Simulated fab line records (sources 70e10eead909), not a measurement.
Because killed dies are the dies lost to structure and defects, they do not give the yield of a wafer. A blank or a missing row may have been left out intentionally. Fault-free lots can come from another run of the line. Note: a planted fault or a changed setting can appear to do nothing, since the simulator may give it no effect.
Matching of chambers / flow nand_harc / NHARC_A_CONTACT_DESCUM_13 on rie_diel-11 has 4 sister chambers
The step chemistry O2, time 3 s. 8 wafers are shown with their chamber, then 12 later ones without.

## WAFERS WITH THEIR CHAMBER
wafer=L083.2; chamber=2; showerhead_plenum_p_Torr (Torr)=2.06; drypump_motor_current_A (A)=5.1
wafer=L082.1; chamber=3; showerhead_plenum_p_Torr (Torr)=2.07; drypump_motor_current_A (A)=5.6
wafer=L086.1; chamber=0; showerhead_plenum_p_Torr (Torr)=1.81; drypump_motor_current_A (A)=6.3
wafer=L086.2; chamber=1; showerhead_plenum_p_Torr (Torr)=2.07; drypump_motor_current_A (A)=5.5
wafer=L086.5; chamber=1; showerhead_plenum_p_Torr (Torr)=2.07; drypump_motor_current_A (A)=5.5
wafer=L089.1; chamber=3; showerhead_plenum_p_Torr (Torr)=2.06; drypump_motor_current_A (A)=5.6
wafer=L089.2; chamber=2; showerhead_plenum_p_Torr (Torr)=2.06; drypump_motor_current_A (A)=5.1
wafer=L089.6; chamber=0; showerhead_plenum_p_Torr (Torr)=1.80; drypump_motor_current_A (A)=6.4

## WAFERS MISSING THEIR CHAMBER
wafer=L090.1; showerhead_plenum_p_Torr (Torr)=2.05; drypump_motor_current_A (A)=5.1
wafer=L090.3; showerhead_plenum_p_Torr (Torr)=2.07; drypump_motor_current_A (A)=5.5
wafer=L090.6; showerhead_plenum_p_Torr (Torr)=1.80; drypump_motor_current_A (A)=6.3
wafer=L091.2; showerhead_plenum_p_Torr (Torr)=2.07; drypump_motor_current_A (A)=5.5
wafer=L091.3; showerhead_plenum_p_Torr (Torr)=2.06; drypump_motor_current_A (A)=5.6
wafer=L091.4; showerhead_plenum_p_Torr (Torr)=2.05; drypump_motor_current_A (A)=5.1
wafer=L093.1; showerhead_plenum_p_Torr (Torr)=2.06; drypump_motor_current_A (A)=5.6
wafer=L093.3; showerhead_plenum_p_Torr (Torr)=2.06; drypump_motor_current_A (A)=5.5
wafer=L093.4; showerhead_plenum_p_Torr (Torr)=2.05; drypump_motor_current_A (A)=5.1
wafer=L095.1; showerhead_plenum_p_Torr (Torr)=2.06; drypump_motor_current_A (A)=5.5
wafer=L095.2; showerhead_plenum_p_Torr (Torr)=1.80; drypump_motor_current_A (A)=6.3
wafer=L095.5; showerhead_plenum_p_Torr (Torr)=2.06; drypump_motor_current_A (A)=5.6

## THE CHAMBER EACH PASSED THROUGH
wafer=L090.1; from the rows above=2; in truth=2
wafer=L090.3; from the rows above=1; in truth=1
wafer=L090.6; from the rows above=0; in truth=0
wafer=L091.2; from the rows above=1; in truth=1
wafer=L091.3; from the rows above=3; in truth=3
wafer=L091.4; from the rows above=2; in truth=2
wafer=L093.1; from the rows above=3; in truth=3
wafer=L093.3; from the rows above=can't be placed: 1 or 3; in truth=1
wafer=L093.4; from the rows above=2; in truth=2
wafer=L095.1; from the rows above=can't be placed: 1 or 3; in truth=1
wafer=L095.2; from the rows above=0; in truth=0
wafer=L095.5; from the rows above=3; in truth=3
Correctly placed: 10 of 12. Cannot be placed on the basis of these rows: 2; the candidates contain the true chamber in 2. Number placed wrongly: 0.
How it was worked out, from the rows above alone: a wafer's distance from a chamber is the root of the sum, over the readings, of the square of ((its reading less the chamber's mean) divided by the reading's scatter). The wafer belongs to the nearest chamber; if the next one is less than 2 further off, it can't be placed. Each chamber's mean is taken over the wafers shown for it. The scatter: the root of (the sum of the squares of (reading less its chamber's mean) over the shown wafers, divided by (wafers less chambers)).
